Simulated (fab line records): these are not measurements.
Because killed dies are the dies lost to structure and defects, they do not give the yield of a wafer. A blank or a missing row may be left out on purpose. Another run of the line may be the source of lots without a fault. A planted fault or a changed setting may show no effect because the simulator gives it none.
Chamber matching | flow n5Finfet | cvdCo-01 running N5_BEOL_M2_CO_CAP_55: 3 sister chambers
The step material Co, precursor CCTBA/H2, target thk 2 nm, time 102.1 s. 3 wafers are shown with their chamber, then 6 later ones without.

== WAFERS WITH THEIR CHAMBER ==
wafer  | chamber | heaterPowerW (W)
L198.4 | 1       | 283
L208.1 | 2       | 193
L208.5 | 0       | 284

== WAFERS WHOSE CHAMBER IS MISSING ==
wafer  | heaterPowerW (W)
L208.6 | 285
L211.1 | 198
L211.2 | 282
L211.3 | 289
L216.2 | 193
L216.5 | 283

== THE CHAMBER EACH PASSED THROUGH ==
wafer  | from the rows above     | in truth
L208.6 | can't be placed: 0 or 1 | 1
L211.1 | 2                       | 2
L211.2 | can't be placed: 1 or 0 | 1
L211.3 | can't be placed: 0 or 1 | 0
L216.2 | 2                       | 2
L216.5 | can't be placed: 1 or 0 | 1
Placed correctly: 2 of 6. These rows do not allow placing 4 (true chamber among the candidates in 4). 0 placed wrongly.
How it was worked out, from the rows above alone: a wafer's distance from a chamber is the root of the sum, over the readings, of the square of ((its reading less the chamber's mean) divided by the reading's scatter). If the next closest chamber is less than 2 further off than the closest, the wafer can't be placed; otherwise it belongs to the closest. For every chamber, the mean is computed from those of its wafers that are shown. The scatter (one wafer shown for each chamber): square how far every hidden wafer sits from the nearest shown wafer, average those squares and take the square root.
